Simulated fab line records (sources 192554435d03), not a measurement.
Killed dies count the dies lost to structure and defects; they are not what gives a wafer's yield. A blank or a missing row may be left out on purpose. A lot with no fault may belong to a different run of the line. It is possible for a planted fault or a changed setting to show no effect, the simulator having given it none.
Matching of chambers / flow n5-finfet / N5_FIN_SAQP_ETCH_64 on rie-si-01: 4 sister chambers
The step etches SiO2 in CF4, target depth 1.5 nm. 8 wafers are shown with their chamber, then 7 later ones without.

## WAFERS PAIRED WITH THEIR CHAMBERS
wafer=L358.3; chamber=0; throttle-valve-pct (%)=22.2; drypump-motor-current-A (A)=6.1
wafer=L361.4; chamber=1; throttle-valve-pct (%)=21.3; drypump-motor-current-A (A)=5.8
wafer=L361.5; chamber=0; throttle-valve-pct (%)=22.2; drypump-motor-current-A (A)=6.1
wafer=L371.3; chamber=3; throttle-valve-pct (%)=22.0; drypump-motor-current-A (A)=5.8
wafer=L371.5; chamber=1; throttle-valve-pct (%)=21.3; drypump-motor-current-A (A)=5.8
wafer=L371.6; chamber=2; throttle-valve-pct (%)=21.7; drypump-motor-current-A (A)=6.5
wafer=L372.1; chamber=2; throttle-valve-pct (%)=21.7; drypump-motor-current-A (A)=6.5
wafer=L372.4; chamber=3; throttle-valve-pct (%)=21.9; drypump-motor-current-A (A)=5.9

## WAFERS WITH NO CHAMBER GIVEN
wafer=L372.5; throttle-valve-pct (%)=22.2; drypump-motor-current-A (A)=6.1
wafer=L377.1; throttle-valve-pct (%)=21.9; drypump-motor-current-A (A)=5.8
wafer=L377.4; throttle-valve-pct (%)=21.7; drypump-motor-current-A (A)=6.5
wafer=L377.6; throttle-valve-pct (%)=22.0; drypump-motor-current-A (A)=5.8
wafer=L378.1; throttle-valve-pct (%)=21.9; drypump-motor-current-A (A)=5.8
wafer=L378.2; throttle-valve-pct (%)=22.2; drypump-motor-current-A (A)=6.1
wafer=L378.3; throttle-valve-pct (%)=21.3; drypump-motor-current-A (A)=5.8

## THE CHAMBER EACH PASSED THROUGH
wafer=L372.5; from the rows above=0; in truth=0
wafer=L377.1; from the rows above=3; in truth=3
wafer=L377.4; from the rows above=2; in truth=2
wafer=L377.6; from the rows above=3; in truth=3
wafer=L378.1; from the rows above=3; in truth=3
wafer=L378.2; from the rows above=0; in truth=0
wafer=L378.3; from the rows above=1; in truth=1
Correctly placed: 7 of 7. Left unplaced by these rows: 0. Number placed wrongly: 0.
How it was worked out, from the rows above alone: a wafer's distance from a chamber is the root of the sum, over the readings, of the square of ((its reading less the chamber's mean) divided by the reading's scatter). If the next closest chamber is less than 2 further off than the closest, the wafer can't be placed; otherwise it belongs to the closest. Each chamber's mean is taken over the wafers shown for it. How the scatter is found: for the shown wafers, subtract from each reading the mean of its chamber, square and add these, divide the total by (wafers less chambers), then take the root.
